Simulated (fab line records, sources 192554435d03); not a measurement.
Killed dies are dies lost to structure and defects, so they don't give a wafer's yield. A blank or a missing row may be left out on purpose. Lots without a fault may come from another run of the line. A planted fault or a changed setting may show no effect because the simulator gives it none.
A struck lot beside a sound one | flow n5_finfet | 15 steps out of a route of 1938
Sound: wafers L309.1, L309.4, L309.6. Struck: wafers L318.1, L318.4, L318.5. The cause comes at the end.
At each step with rows: each side's tool, then ch and its chambers, then its first start. Under that, the readings that differ: sound wafers | struck wafers | difference of the means | sigmas: that difference in standard deviations of wafers without a fault.
alike: readings whose means differ by less than 2 such deviations, and words and numbers that are the same on both sides. not compared: withheld readings, readings that some wafer has no value for, bounds like >300 that may hide the same value, and numbers for which the record gives no deviation and whose values overlap.
The two part at a step that has a row with sigmas, a row that says differs or no value, or rows on one side only. Numbers that don't overlap but have no deviation are shown without sigmas and don't part them. A reading that every wafer of one side lacks parts them only if that side has two wafers or more.

first, 1 step without rows for these wafers: N5_MOL_CONTACT_COAG_STRIP_93 (strips in N2/H2).
N5_MOL_CONTACT_COAG_ETCHBACK_135: etches SiO2 in CHF3, target depth 25 nm, time 16.7 s.
  sound on rie_diel-05 ch 0,2, day 5 17:22; struck on rie_diel-05 ch 1,2,3, day 7 15:09
  alike: drypump_motor_current_A, oes_ar_750_au, oes_product_au, rf_vpp_V, showerhead_plenum_p_Torr, throttle_valve_pct
  not compared: rf_hours_counter_h
then, 1 step without rows for these wafers: N5_MOL_CONTACT_COAG_STRIP_118 (strips in CHF3).
N5_MOL_CONTACT_COAG_VIA_ETCH_46: etches SiO2 in C4F6/O2, target depth 46 nm, overetch 9.2 nm, time 40 s.
  sound on rie_diel-05 ch 0,2, day 5 17:24; struck on rie_diel-05 ch 1,2,3, day 7 15:11
  alike: drypump_motor_current_A, oes_ar_750_au, oes_product_au, rf_vpp_V, showerhead_plenum_p_Torr, throttle_valve_pct
  not compared: rf_hours_counter_h
N5_MOL_CONTACT_COAG_STRIP_96: strips in N2/H2.
  sound on rie_diel-05 ch 0,2, day 5 17:28; struck on rie_diel-05 ch 1,2,3, day 7 15:15
  alike: drypump_motor_current_A, oes_product_au, power_w, rf_vpp_V, showerhead_plenum_p_Torr, throttle_valve_pct
  not compared: rf_hours_counter_h
N5_MOL_CONTACT_COAG_ETCH_47: etches SiNx in CH3F/O2, stops on W, target depth 27 nm.
  sound on rie_diel-05 ch 0,2, day 5 17:31; struck on rie_diel-05 ch 1,2,3, day 7 15:17
  alike: drypump_motor_current_A, etch_rf_on_time_s, oes_ar_750_au, oes_product_au, rf_vpp_V, showerhead_plenum_p_Torr, throttle_valve_pct
  not compared: rf_hours_counter_h
N5_MOL_CONTACT_COAG_STRIP_119: strips in N2/H2, time 30 s.
  sound on plasma_asher-01 ch 0,1, day 5 17:35; struck on plasma_asher-02 ch 1, day 7 15:28
  reading                     | sound       | struck      | difference | sigmas
  drypump_motor_current_A (A) | 5.8 5.7 5.9 | 6.5 6.5 6.5 | +0.7       | +2
  alike: heater_power_w
  not compared: rf_hours_counter_h
then, 2 steps without rows for these wafers: N5_MOL_CONTACT_COAG_PRECLEAN_144 (cleans in alkaline clean, time 60 s); N5_MOL_CONTACT_COAG_SRD_145 (time 30 s).
N5_MOL_CONTACT_COAG_CD_MEAS_137: target cd 16 nm.
  sound on cd_sem-02, day 5 17:44; struck on cd_sem-03, day 7 15:37
  alike: cd_nm
then, 2 steps without rows for these wafers: N5_MOL_CONTACT_COAG_COAT_62 (time 60 s, resist thk 60 nm); N5_MOL_CONTACT_COAG_COAT_63 (time 60 s, resist thk 10 nm).
N5_MOL_CONTACT_COAG_COAT_64: time 60 s, resist thk 10 nm.
  sound on litho_track-03 ch 0, day 5 17:47; struck on litho_track-04 ch 0, day 7 15:39
  reading                  | sound                | struck               | difference | sigmas
  heater_power_total_W (W) | 390.4 393.9 393.8    | 430.2 432.7 430.5    | +38.4      | +30
  plate_temp_C (C)         | 204.82 204.65 204.95 | 222.61 222.71 222.52 | +17.81     | +99 or more
then, 1 step without rows for these wafers: N5_MOL_CONTACT_COAG_COAT_34 (resist thk 40 nm).
-- the record jumps here: 3 days lie between the struck wafers' starts before and after (it left off in module MOL_CONTACT_COAG and takes up again in module BEOL_M4, whose first step shown is number 1111 of the route) --
N5_BEOL_M4_RC_MEAS_101:
  sound on prober-01 ch 0, day 8 08:08; struck on prober-01 ch 0, day 10 10:19
  alike: DIBL_N, DIBL_P, IOFF_N, IOFF_P, ION_N, ION_P, SS_N, SS_P, VT_N, VT_P

WHERE THEY PART
First at N5_MOL_CONTACT_COAG_STRIP_119; last, within this record, at N5_MOL_CONTACT_COAG_COAT_64. Later steps at which nothing parts them and some readings are alike: N5_BEOL_M4_RC_MEAS_101.

WHY: what the simulator had put in
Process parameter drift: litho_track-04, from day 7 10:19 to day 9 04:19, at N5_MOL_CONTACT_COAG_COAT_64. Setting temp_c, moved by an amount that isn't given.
